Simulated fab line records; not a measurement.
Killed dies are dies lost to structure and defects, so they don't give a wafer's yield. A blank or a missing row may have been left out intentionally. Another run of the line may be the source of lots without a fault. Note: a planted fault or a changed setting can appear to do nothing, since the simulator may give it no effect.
Matching of chambers :: flow nand-harc :: NHARC_A_STAIRCASE_ALD_415 on ald-hk-03: 4 sister chambers
The step deposits SiO2, target thk 30 nm, pulse time 6 s, ald cycles 300. 4 wafers are shown with their chamber, then 9 later ones without.

== WAFERS, EACH WITH ITS CHAMBER ==
wafer: L080.5
chamber: 1
heater-power-w (W): 433

wafer: L080.1
chamber: 2
heater-power-w (W): 506

wafer: L080.3
chamber: 3
heater-power-w (W): 475

wafer: L080.6
chamber: 0
heater-power-w (W): 325

== WAFERS MISSING THEIR CHAMBER ==
wafer: L083.3
heater-power-w (W): 505

wafer: L083.4
heater-power-w (W): 321

wafer: L083.6
heater-power-w (W): 322

wafer: L083.1
heater-power-w (W): 449

wafer: L083.2
heater-power-w (W): 457

wafer: L083.5
heater-power-w (W): 449

wafer: L090.1
heater-power-w (W): 324

wafer: L090.4
heater-power-w (W): 475

wafer: L090.6
heater-power-w (W): 312

== WHICH CHAMBER EACH WENT THROUGH ==
wafer: L083.3
from the rows above: 2
in truth: 2

wafer: L083.4
from the rows above: 0
in truth: 0

wafer: L083.6
from the rows above: 0
in truth: 0

wafer: L083.1
from the rows above: can't be placed: 1 or 3
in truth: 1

wafer: L083.2
from the rows above: can't be placed: 3 or 1
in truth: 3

wafer: L083.5
from the rows above: can't be placed: 1 or 3
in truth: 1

wafer: L090.1
from the rows above: 0
in truth: 0

wafer: L090.4
from the rows above: 3
in truth: 3

wafer: L090.6
from the rows above: 0
in truth: 0
Correctly placed: 6 of 9. Can't be placed from these rows: 3 (the true chamber is among the candidates in 3). Wrongly placed: 0.
How it was worked out, from the rows above alone: a wafer's distance from a chamber is the root of the sum, over the readings, of the square of ((its reading less the chamber's mean) divided by the reading's scatter). The wafer belongs to the nearest chamber; if the next one is less than 2 further off, it can't be placed. Each chamber's mean is taken over the wafers shown for it. The scatter (one wafer shown for each chamber): square how far every hidden wafer sits from the nearest shown wafer, average those squares and take the square root.
